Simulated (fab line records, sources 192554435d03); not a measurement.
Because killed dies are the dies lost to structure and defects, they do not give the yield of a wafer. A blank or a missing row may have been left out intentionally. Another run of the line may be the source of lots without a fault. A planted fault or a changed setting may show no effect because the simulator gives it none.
Which tool did it? ; flow n5-finfet ; 24 lots, 72 wafers sampled, at 4 steps of a route of 1938

== WHAT EACH GAUGE READ, for each wafer ==
N5_BEOL_M7_OVL_MEAS_12.
lot;measured;on;M7_OVL (nm)
L074;day 9 10:02;overlay-01;0.2 -0.1 -0.4
L075;day 9 21:03;overlay-02;-1.1 -1.1 -0.5
L076;day 10 06:35;overlay-01;-1.1 -1.7 -1.1
L077;day 10 07:37;overlay-02;-0.4 -0.2 -0.6
L079;day 10 08:11;overlay-02;-0.3 -0.1 0.3
L078;day 10 12:30;overlay-02;-0.1 0.4 0.6
L080;day 11 01:25;overlay-02;-1.1 -0.2 0.2
L081;day 11 06:53;overlay-02;-1.1 -0.6 0.3
L083;day 11 07:11;overlay-01;-0.1 0.0 -0.1
L082;day 11 09:31;overlay-02;-1.1 -0.8 -0.9
L084;day 11 16:37;overlay-02;-0.6 -0.7 -0.5
L085;day 11 18:28;overlay-01;-0.3 -0.9 0.1
L086;day 12 14:08;overlay-02;-0.5 0.9 0.1
L087;day 12 15:03;overlay-02;-1.5 -1.8 -2.5
L089;day 12 21:25;overlay-01;-0.1 -1.1 -0.7
L088;day 13 04:40;overlay-02;-1.1 -0.3 -0.7
L091;day 13 08:22;overlay-02;-0.3 -0.1 -0.2
L090;day 13 15:07;overlay-02;-0.8 -1.4 -0.2
L093;day 13 23:41;overlay-01;0.0 0.2 -0.1
L092;day 14 03:32;overlay-02;-1.0 -2.1 -1.8
L094;day 14 16:22;overlay-01;-0.6 0.3 -0.4
L096;day 15 03:25;overlay-01;0.9 -0.2 -0.6
L095;day 15 06:02;overlay-01;0.5 0.6 -0.2
L097;day 15 09:40;overlay-01;-1.3 -0.9 -0.9

== EACH LOT AND THE TOOL THAT RAN IT (in order: tool; ch and the chambers of the sampled wafers; start) ==
lot;N5_BEOL_M6_STRIP_36;N5_BEOL_M7_CURE_74;N5_BEOL_M7_PECVD_70
L074;rie-diel-06 ch 0,2,3, day 9 02:42;uv-cure-03 ch 2, day 9 07:22;pecvd-03 ch 0,1,2, day 9 07:55
L075;rie-diel-03 ch 1,2,3, day 9 13:40;uv-cure-03 ch 0, day 9 18:56;pecvd-03 ch 0,1, day 9 19:29
L076;rie-diel-03 ch 0,1, day 10 01:02;uv-cure-01 ch 0, day 10 05:11;pecvd-03 ch 0,1, day 10 05:44
L077;rie-diel-01 ch 0,3, day 10 01:20;uv-cure-01 ch 0, day 10 05:47;pecvd-04 ch 1,2, day 10 06:21
L079;rie-diel-06 ch 0,1,2, day 10 02:29;uv-cure-02 ch 0, day 10 06:59;pecvd-03 ch 0,1, day 10 07:32
L078;rie-diel-06 ch 0,1, day 10 04:12;uv-cure-02 ch 0, day 10 07:55;pecvd-04 ch 1,2, day 10 08:23
L080;rie-diel-01 ch 2,3, day 10 18:05;uv-cure-03 ch 2, day 10 23:17;pecvd-04 ch 1,2, day 10 23:46
L081;rie-diel-01 ch 2,3, day 10 21:31;uv-cure-01 ch 1, day 11 02:19;pecvd-02 ch 0,2, day 11 02:52
L083;rie-diel-03 ch 2,3, day 11 01:00;uv-cure-03 ch 2, day 11 06:09;pecvd-04 ch 0,1, day 11 06:43
L082;rie-diel-03 ch 0,2,3, day 11 05:07;uv-cure-03 ch 0, day 11 08:05;pecvd-04 ch 0,1, day 11 08:38
L084;rie-diel-03 ch 0,1, day 11 12:10;uv-cure-02 ch 2, day 11 14:47;pecvd-03 ch 0,2, day 11 15:40
L085;rie-diel-06 ch 1,2, day 11 12:23;uv-cure-03 ch 0, day 11 16:11;pecvd-04 ch 1,2, day 11 16:35
L086;rie-diel-03 ch 0,2,3, day 12 07:44;uv-cure-01 ch 2, day 12 10:59;pecvd-02 ch 0,1,2, day 12 11:32
L087;rie-diel-01 ch 0,2,3, day 12 09:56;uv-cure-03 ch 1, day 12 13:58;pecvd-02 ch 0,1, day 12 14:26
L089;rie-diel-01 ch 0,1,2, day 12 15:50;uv-cure-03 ch 2, day 12 19:11;pecvd-02 ch 1,2, day 12 19:44
L088;rie-diel-03 ch 0,1,3, day 12 20:31;uv-cure-02 ch 2, day 12 23:42;pecvd-04 ch 0,2, day 13 00:15
L091;rie-diel-01 ch 1,2, day 13 04:04;uv-cure-01 ch 0, day 13 07:01;pecvd-03 ch 0,2, day 13 07:27
L090;rie-diel-01 ch 0,1, day 13 06:37;uv-cure-02 ch 1, day 13 09:53;pecvd-04 ch 1, day 13 10:26
L093;rie-diel-06 ch 0,2, day 13 16:58;uv-cure-03 ch 1, day 13 21:32;pecvd-04 ch 0,1, day 13 21:55
L092;rie-diel-01 ch 2,3, day 13 23:03;uv-cure-01 ch 2, day 14 01:50;pecvd-02 ch 1,2, day 14 02:14
L094;rie-diel-01 ch 1,2,3, day 14 11:49;uv-cure-03 ch 1, day 14 15:12;pecvd-04 ch 0,2, day 14 15:45
L096;rie-diel-03 ch 0,3, day 14 20:49;uv-cure-02 ch 2, day 15 01:40;pecvd-03 ch 1,2, day 15 02:13
L095;rie-diel-06 ch 0,2, day 14 20:49;uv-cure-01 ch 2, day 15 02:15;pecvd-02 ch 0,1, day 15 03:07
L097;rie-diel-01 ch 0,2,3, day 15 05:07;uv-cure-02 ch 2, day 15 08:24;pecvd-04 ch 1,2, day 15 08:57
- N5_BEOL_M6_STRIP_36: strips in N2/H2.
- N5_BEOL_M7_CURE_74: cures SiCOH lowk, time 240 s.
- N5_BEOL_M7_PECVD_70: deposits SiO2 from TEOS/O2, target thk 20 nm, time 22.7 s.

== WHAT THE TOOLS THEMSELVES READ (means of the sampled wafers that have a number; where no wafer has one, the mark that the record gives instead) ==
N5_BEOL_M6_STRIP_36.
lot;tool;drypump-motor-current-A (A);oes-product-au (a.u.);rf-vpp-V (V);showerhead-plenum-p-Torr (Torr);throttle-valve-pct (%)
L074;rie-diel-06;5.8;0.78;58.3;2.61;23.7
L075;rie-diel-03;5.5;0.77;59.2;2.54;23.7
L076;rie-diel-03;5.3;0.81;59.7;2.59;23.5
L077;rie-diel-01;6.5;0.90;60.1;2.62;23.3
L079;rie-diel-06;6.2;0.81;60.2;2.58;23.5
L078;rie-diel-06;6.3;0.70;60.1;2.61;23.5
L080;rie-diel-01;6.1;0.89;61.5;2.63;23.4
L081;rie-diel-01;6.1;0.88;60.1;2.63;23.4
L083;rie-diel-03;5.3;0.79;58.0;2.53;23.9
L082;rie-diel-03;5.4;0.82;59.7;2.52;23.6
L084;rie-diel-03;5.3;0.80;57.8;2.59;23.5
L085;rie-diel-06;6.4;0.89;58.8;2.54;23.5
L086;rie-diel-03;5.4;0.80;58.6;2.52;23.7
L087;rie-diel-01;6.0;0.80;59.9;2.64;23.5
L089;rie-diel-01;5.8;0.82;60.4;2.67;23.3
L088;rie-diel-03;5.5;0.78;58.8;2.53;23.5
L091;rie-diel-01;5.4;0.83;58.6;2.69;23.4
L090;rie-diel-01;6.1;0.79;59.3;2.65;23.1
L093;rie-diel-06;5.9;0.96;59.0;2.57;23.4
L092;rie-diel-01;5.7;0.81;59.7;2.65;23.6
L094;rie-diel-01;5.9;0.85;59.5;2.64;23.3
L096;rie-diel-03;5.7;0.77;58.7;2.46;23.4
L095;rie-diel-06;6.1;0.93;58.9;2.53;23.5
L097;rie-diel-01;6.0;0.78;59.7;2.63;23.5

N5_BEOL_M7_CURE_74.
lot;tool;lamp-power-pct (%);wafer_temp_C_max
L074;uv-cure-03;52.30;387.5
L075;uv-cure-03;52.35;386.5
L076;uv-cure-01;52.27;386.5
L077;uv-cure-01;52.32;387.0
L079;uv-cure-02;52.34;387.1
L078;uv-cure-02;52.34;387.3
L080;uv-cure-03;52.34;387.2
L081;uv-cure-01;52.32;386.2
L083;uv-cure-03;52.33;387.2
L082;uv-cure-03;52.32;386.3
L084;uv-cure-02;52.31;386.7
L085;uv-cure-03;52.36;386.3
L086;uv-cure-01;52.26;388.0
L087;uv-cure-03;52.34;386.6
L089;uv-cure-03;52.31;387.3
L088;uv-cure-02;52.31;387.9
L091;uv-cure-01;52.33;387.0
L090;uv-cure-02;52.33;387.8
L093;uv-cure-03;52.25;386.7
L092;uv-cure-01;52.35;387.4
L094;uv-cure-03;52.23;386.9
L096;uv-cure-02;52.28;387.3
L095;uv-cure-01;52.26;387.4
L097;uv-cure-02;52.36;387.4

N5_BEOL_M7_PECVD_70.
lot;tool;heater-power-outer-w (W);heater-power-w (W);showerhead-plenum-p-Torr (Torr);throttle-valve-pct (%)
L074;pecvd-03;392;647;8.77;22.3
L075;pecvd-03;377;626;8.74;22.5
L076;pecvd-03;447;750;8.75;23.1
L077;pecvd-04;424;717;8.74;21.6
L079;pecvd-03;463;758;8.74;23.2
L078;pecvd-04;416;684;8.75;21.1
L080;pecvd-04;425;734;8.77;21.4
L081;pecvd-02;392;669;8.78;22.1
L083;pecvd-04;396;755;8.77;23.1
L082;pecvd-04;396;725;8.75;22.4
L084;pecvd-03;484;799;8.77;22.8
L085;pecvd-04;438;757;8.75;21.6
L086;pecvd-02;419;725;8.81;21.9
L087;pecvd-02;425;722;8.78;22.5
L089;pecvd-02;367;650;8.78;21.7
L088;pecvd-04;440;779;8.77;22.7
L091;pecvd-03;474;775;8.78;23.0
L090;pecvd-04;452;809;8.75;21.9
L093;pecvd-04;444;809;8.77;23.0
L092;pecvd-02;410;716;8.79;21.6
L094;pecvd-04;397;694;8.76;21.7
L096;pecvd-03;327;537;8.79;21.4
L095;pecvd-02;368;644;8.78;22.4
L097;pecvd-04;378;671;8.75;21.4

== THE ANSWER, worked out from the rows above alone ==
Rule: the lots themselves supply what counts as usual. The widest of any qualifying gaps counts: lots, ordered by their means at a reading, are off when they make up no more than a third of the lots, leave a main group of 4 or more, and stand apart from it by 3 or more times the standard deviation of that group's means. A main group whose means are all the same, to the digits that the tables above print for the reading, isn't used. A lot without any number at a reading at which 4 lots or more have one is off too. Any other lot the step has rows for is counted as sound. After the gauges, taken in route order, come the tools' own readings; for these a lot's mean is taken, as printed above. The first step at which some lot is off is used, and at that step the reading that is off furthest; a lot without a number counts as furthest.
No lot is off at any reading shown: from this, nothing can be told.

== WHAT HAD BEEN PUT IN BY THE SIMULATOR ==
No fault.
